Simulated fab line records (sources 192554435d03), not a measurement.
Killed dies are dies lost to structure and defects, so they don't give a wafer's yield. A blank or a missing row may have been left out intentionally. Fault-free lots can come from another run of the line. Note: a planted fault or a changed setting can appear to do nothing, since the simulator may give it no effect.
2 desks looking at one fault :: flow n5_finfet :: only its own numbers are on each desk; what lay behind them is given at the end

AT THE METROLOGY DESK
Means of the sampled wafers that have a number, per lot and without regard to the tool the lot ran on: this is what the gauges read. If a lot's mean is further than 4 standard deviations from the usual mean, the lot is out of limits and carries the mark OUT (the distance appears in the brackets).
Columns: A = M9_RS at N5_BEOL_M9_RS_MEAS_57, usual 0.151 ohm/sq; B = M10_OVL at N5_BEOL_M10_OVL_MEAS_12, usual 0.2 nm; C = cd_nm at N5_BEOL_M10_CD_MEAS_18, usual 69.8 nm
lot: L649
first seen here: day 10 02:31
A: 0.145
B: 0.1
C: 70.3

lot: L651
first seen here: day 10 08:24
A: 0.153
B: 0.6
C: 69.9

lot: L650
first seen here: day 10 13:22
A: 0.152
B: -1.2
C: 70.7

lot: L652
first seen here: day 10 21:25
A: 0.153
B: -0.3
C: 69.8

lot: L655
first seen here: day 11 11:53
A: 0.146
B: 0.0
C: 70.1

lot: L662
first seen here: day 13 17:32
A: 0.152
B: 0.7
C: 69.3

lot: L669
first seen here: day 14 23:04
A: 0.150
B: 1.0
C: 70.6

lot: L668
first seen here: day 15 02:37
A: 0.151
B: 0.2
C: 69.6

lot: L670
first seen here: day 15 05:07
A: 0.151
B: -0.1
C: 70.0

lot: L671
first seen here: day 15 19:52
A: 0.151
B: 1.3
C: 68.5

lot: L672
first seen here: day 15 20:52
A: 0.153
B: -0.1
C: 70.0
This desk's finding: nothing out of limits on any of the 11 lots.

DESK OF THE TOOL OWNER: rie_diel-06
The tool's own readings at N5_BEOL_M10_ETCH_61 (etches SiARC in CF4, target depth 39 nm, time 65 s): means of the sampled wafers that have a number, for each lot that ran on this tool. If a lot's mean is further than 4 standard deviations from the usual mean, the lot is out of limits and carries the mark OUT (the distance appears in the brackets).
Columns: A = drypump_motor_current_A at N5_BEOL_M10_ETCH_61, usual 5.7 A; B = etch_rf_on_time_s at N5_BEOL_M10_ETCH_61, usual 64.7 s; C = oes_product_au at N5_BEOL_M10_ETCH_61, usual 0.67 a.u.; D = rf_vpp_V at N5_BEOL_M10_ETCH_61, usual 184.1 V; E = showerhead_plenum_p_Torr at N5_BEOL_M10_ETCH_61, usual 2.15 Torr; F = throttle_valve_pct at N5_BEOL_M10_ETCH_61, usual 15.62 %
lot: L649
first seen here: day 10 05:13
A: 5.7
B: 65.2
C: 0.68
D: 184.3
E: 2.15
F: 15.61

lot: L655
first seen here: day 11 14:56
A: 5.5
B: 75.4 (+7.7) OUT
C: 0.57
D: 183.9
E: 2.12
F: 15.73

lot: L670
first seen here: day 15 07:17
A: 5.6
B: 64.2
C: 0.72
D: 183.9
E: 2.14
F: 15.53
This desk's finding: out of limits on L655; first on L655, day 11 14:56 (etch_rf_on_time_s at N5_BEOL_M10_ETCH_61). Within limits: L649, L670.

PUT TOGETHER
An alarm could have come from the tool owner's desk at day 11 14:56, on L655.
The metrology desk saw nothing out of limits.
The metrology desk has L655 on record, within its limits.
Every lot named ran N5_BEOL_M10_ETCH_61 on rie_diel-06.

WHAT THE SIMULATOR HAD INSERTED
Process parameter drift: rie_diel-06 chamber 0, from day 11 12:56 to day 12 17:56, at N5_BEOL_M10_ETCH_61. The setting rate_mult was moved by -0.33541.
Lots struck among those shown: L655.
Each desk's first reading out of limits, in hours after the fault started: the tool owner's desk, 2.
